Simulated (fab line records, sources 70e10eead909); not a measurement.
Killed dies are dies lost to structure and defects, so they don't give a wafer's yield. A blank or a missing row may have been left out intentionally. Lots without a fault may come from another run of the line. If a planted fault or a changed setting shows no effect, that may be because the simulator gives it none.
Chamber matching    flow nand harc    NHARC_P_GATE_DESCUM_31 on rie diel-01: 4 sister chambers
The step chemistry O2, time 3 s. 4 wafers are shown with their chamber, then 12 later ones without.

== WAFERS WITH THEIR CHAMBER ==
wafer   chamber  drypump motor current A (A)
L080.4  2        5.6
L092.1  0        5.7
L092.3  1        6.0
L092.4  3        6.2

== WAFERS MISSING THEIR CHAMBER ==
wafer   drypump motor current A (A)
L095.2  6.0
L095.5  5.7
L095.6  6.2
L096.1  6.2
L096.3  5.7
L096.5  6.1
L094.3  5.7
L094.4  5.6
L094.5  6.2
L097.1  5.6
L097.2  6.2
L097.5  5.7

== WHICH CHAMBER EACH ONE RAN IN ==
wafer   from the rows above      in truth
L095.2  1                        1
L095.5  0                        0
L095.6  3                        3
L096.1  3                        3
L096.3  0                        0
L096.5  can't be placed: 1 or 3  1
L094.3  0                        0
L094.4  2                        2
L094.5  3                        3
L097.1  2                        2
L097.2  3                        3
L097.5  0                        0
Correctly placed: 11 of 12. These rows do not allow placing 1 (true chamber among the candidates in 1). Wrongly placed: 0.
How it was worked out, from the rows above alone: a wafer's distance from a chamber is the root of the sum, over the readings, of the square of ((its reading less the chamber's mean) divided by the reading's scatter). If the next closest chamber is less than 2 further off than the closest, the wafer can't be placed; otherwise it belongs to the closest. Each chamber's mean is taken over the wafers shown for it. The scatter (one wafer shown for each chamber): square how far every hidden wafer sits from the nearest shown wafer, average those squares and take the square root.
